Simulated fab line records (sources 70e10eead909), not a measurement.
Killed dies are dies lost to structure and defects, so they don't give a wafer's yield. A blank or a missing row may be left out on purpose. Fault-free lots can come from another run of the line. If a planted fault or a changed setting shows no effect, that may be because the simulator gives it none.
A lot that was struck, set against a sound lot | flow nandHarc | 16 steps out of a route of 1159
Sound: the wafers L908.1, L908.4, L908.6. Struck: wafers L921.5, L921.6. Last of all comes the cause.
Per side, at each step with rows, come the tool, then ch with its chambers, and then its first start. Under that, the readings that differ: sound wafers | struck wafers | difference of the means | sigmas: that difference in standard deviations of wafers without a fault.
alike: readings with means less than 2 such deviations apart, plus words and numbers identical on both sides. not compared: withheld readings, readings lacking a value on some wafer, bounds such as >300 that could conceal the same value, and numbers that have no deviation in the record and whose values overlap.
Wherever a step has rows on one side only, a row that says differs or no value, or a row with sigmas, the two part there. Non-overlapping numbers with no deviation appear without sigmas and do not part them. A reading that every wafer of one side lacks parts them only if that side has two wafers or more.

NHARC_A_M1_ETCH_35: etches the open film in N2/H2, target depth 40 nm, overetch 12 nm, time 43.94 s.
  sound on rieDiel-05 ch 1,2,3, day 18 01:38; struck on rieDiel-07 ch 0,3, day 22 04:01
reading                  | sound       | struck  | difference | sigmas
drypumpMotorCurrentA (A) | 6.5 5.8 6.5 | 5.1 5.2 | -1.1       | -3
  alike: chamberPressureMTorr, oesProductAu, rfVppV, showerheadPlenumPTorr, throttleValvePct
  not compared: rfHoursCounterH
NHARC_A_M1_ETCH_15: etches the open film in C4F8/Ar, target depth 182.5 nm, time 91.2 s.
  sound on rieDiel-05 ch 1,2; struck on rieDiel-07 ch 0,3
  alike: chamberPressureMTorr, oesProductAu, rfVppV
  not compared: rfHoursCounterH
NHARC_A_M1_CD_MEAS_16:
  sound on cdSem-01 at day 18 01:52; struck on cdSem-03 at day 22 04:13
  alike: cdNm
then, 1 step without rows for these wafers: NHARC_A_M1_STRIP_18 (strips in N2/H2).
NHARC_A_M1_ETCH_28: etches the open film in CF4/N2, target depth 30 nm, time 72.99 s.
  sound on rieDiel-05 ch 1,3; struck on rieDiel-05 ch 0,3
  alike: chamberPressureMTorr, drypumpMotorCurrentA, oesProductAu, rfVppV, showerheadPlenumPTorr, throttleValvePct
  not compared: rfHoursCounterH
then, 1 step without rows for these wafers: NHARC_A_M1_STRIP_19 (strips in post etch residue remover, time 600 s).
NHARC_A_M1_DEGAS_29: time 60 s.
  sound on pvdSputter-03 at day 18 02:38; struck on pvdSputter-03 at day 22 04:58
  alike: heaterPowerW
then, 2 steps without rows for these wafers: NHARC_A_M1_PRE_CLEAN_30 (time 30 s); NHARC_A_M1_PVD_20 (deposits TaN, target thk 5 nm, time 8.06 s).
NHARC_A_M1_PVD_21: deposits Cu, target thk 30 nm, time 20.49 s.
  sound on pvdSputter-03; struck on pvdSputter-03
  alike: throttleValvePct
then, 2 steps without rows for these wafers: NHARC_A_M1_ECD_22 (material Cu, target thk 400 nm); NHARC_A_M1_ANNEAL_31 (time 90 s).
NHARC_A_M1_CMP_23: polishes, t overpolish 20 s, target thk 154.34 nm.
  sound on cmp-04 ch 1,2,3, day 18 03:52; struck on cmp-01 ch 2,3, day 22 06:08
reading             | sound          | struck    | difference | sigmas
timeToEndpointS (s) | 28.0 27.9 28.8 | 38.1 37.9 | +9.8       | +4
  alike: edgeZonePressureFrac, motorCurrentA
then, 1 step without rows for these wafers: NHARC_A_M1_SRD_25.
NHARC_A_M1_INSPECT_27:
  sound on defectInspect-02 at day 18 04:17; struck on defectInspect-02 at day 22 06:31
reading        | sound       | struck    | difference | sigmas
rawDefectCount | 505 574 571 | 4527 4755 | +4091      | +42
then, 1 step without rows for these wafers: NHARC_A_M1_PRE_CLEAN_32 (time 12 s).

## WHERE THEY PART
Last at NHARC_A_M1_INSPECT_27 as far as this record goes, first at NHARC_A_M1_ETCH_35.

WHY: what the simulator had put in
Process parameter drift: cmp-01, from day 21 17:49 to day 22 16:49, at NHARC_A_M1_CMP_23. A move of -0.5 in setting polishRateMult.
